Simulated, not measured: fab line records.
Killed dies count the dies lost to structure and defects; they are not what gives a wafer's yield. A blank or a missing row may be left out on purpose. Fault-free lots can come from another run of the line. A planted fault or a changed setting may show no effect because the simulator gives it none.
Which tool did it? -- flow n5 finfet -- Sampling: 11 lots, 33 wafers, 2 of 1938 route steps

== WHAT THE GAUGES READ, wafer by wafer ==
N5_BEOL_M9_OCD_MEAS_38.
lot,measured,on,trench depth nm (nm)
L521,day 9 23:43,ocd-02,156.1 153.9 155.6
L524,day 10 17:07,ocd-02,151.1 148.2 153.4
L525,day 10 20:15,ocd-01,155.9 157.4 158.0
L526,day 11 05:29,ocd-01,154.3 156.9 154.7
L531,day 12 13:13,ocd-02,151.2 150.3 151.4
L535,day 13 08:07,ocd-02,149.9 151.0 148.5
L536,day 13 20:49,ocd-01,148.5 147.0 149.5
L539,day 14 20:20,ocd-01,153.9 150.8 154.8
L541,day 14 20:32,ocd-02,152.1 150.8 152.7
L543,day 15 17:28,ocd-02,151.7 146.5 154.4
L544,day 15 17:53,ocd-01,146.3 151.9 153.7

== WHAT TOOL EACH LOT RAN ON (gives the tool, then ch and the chambers of the sampled wafers, and finally the start) ==
lot,N5_BEOL_M9_STRIP_80
L521,"rie diel-04 ch 0,1, day 9 23:43 or earlier"
L524,"rie diel-05 ch 0,2,3, day 10 17:07 or earlier"
L525,"rie diel-04 ch 0,3, day 10 20:15 or earlier"
L526,"rie diel-04 ch 0,2,3, day 11 05:29 or earlier"
L531,"rie diel-01 ch 0,1, day 12 13:13 or earlier"
L535,"rie diel-05 ch 0,1, day 13 08:07 or earlier"
L536,"rie diel-05 ch 0,1,3, day 13 20:49 or earlier"
L539,"rie diel-04 ch 0,2,3, day 14 20:20 or earlier"
L541,"rie diel-01 ch 0,3, day 14 20:32 or earlier"
L543,"rie diel-05 ch 0,2,3, day 15 17:28 or earlier"
L544,"rie diel-05 ch 0,2,3, day 15 17:53 or earlier"
- N5_BEOL_M9_STRIP_80: strips in N2/H2, time 10 s.

== WHAT THE TOOLS THEMSELVES READ (means of the sampled wafers that have a number; where no wafer has one, the mark that the record gives instead) ==
N5_BEOL_M9_STRIP_80.
lot,tool,drypump motor current A (A),oes product au (a.u.),rf vpp V (V),showerhead plenum p Torr (Torr),throttle valve pct (%)
L521,rie diel-04,5.6,0.81,59.0,2.63,23.62
L524,rie diel-05,5.8,0.80,58.9,2.59,23.81
L525,rie diel-04,5.5,0.86,59.2,2.63,23.35
L526,rie diel-04,5.5,0.84,59.2,2.63,23.24
L531,rie diel-01,6.2,0.74,60.0,2.56,23.67
L535,rie diel-05,6.0,0.83,58.6,2.54,23.78
L536,rie diel-05,6.1,0.88,57.9,2.54,23.62
L539,rie diel-04,5.5,0.81,59.3,2.62,23.27
L541,rie diel-01,6.1,0.72,59.4,2.58,23.56
L543,rie diel-05,5.8,0.85,59.7,2.57,23.74
L544,rie diel-05,5.8,0.84,59.3,2.57,23.74

== THE ANSWER, worked out from the rows above alone ==
Rule: the usual values come from the lots themselves. Put in order of their means at a reading, lots are off if they are a third of the lots or fewer, leave a main group of 4 or more, and stand apart from it by a gap of 3 or more times the standard deviation of the main group's means; of several such gaps the widest counts. The tables above print the reading to a certain number of digits; a main group whose means all agree to those digits is not used. A lot without any number at a reading at which 4 lots or more have one is off too. Where the step has rows for the other lots, those lots are counted as sound. Order of review: gauges by route order, followed by the tools' own readings, for which a lot's mean as printed above is used. The first step at which some lot is off is used, and at that step the reading that is off furthest; a lot without a number counts as furthest.
Across all readings shown, no lot is off: no conclusion can be drawn from this.

== WHAT THE SIMULATOR HAD PUT IN ==
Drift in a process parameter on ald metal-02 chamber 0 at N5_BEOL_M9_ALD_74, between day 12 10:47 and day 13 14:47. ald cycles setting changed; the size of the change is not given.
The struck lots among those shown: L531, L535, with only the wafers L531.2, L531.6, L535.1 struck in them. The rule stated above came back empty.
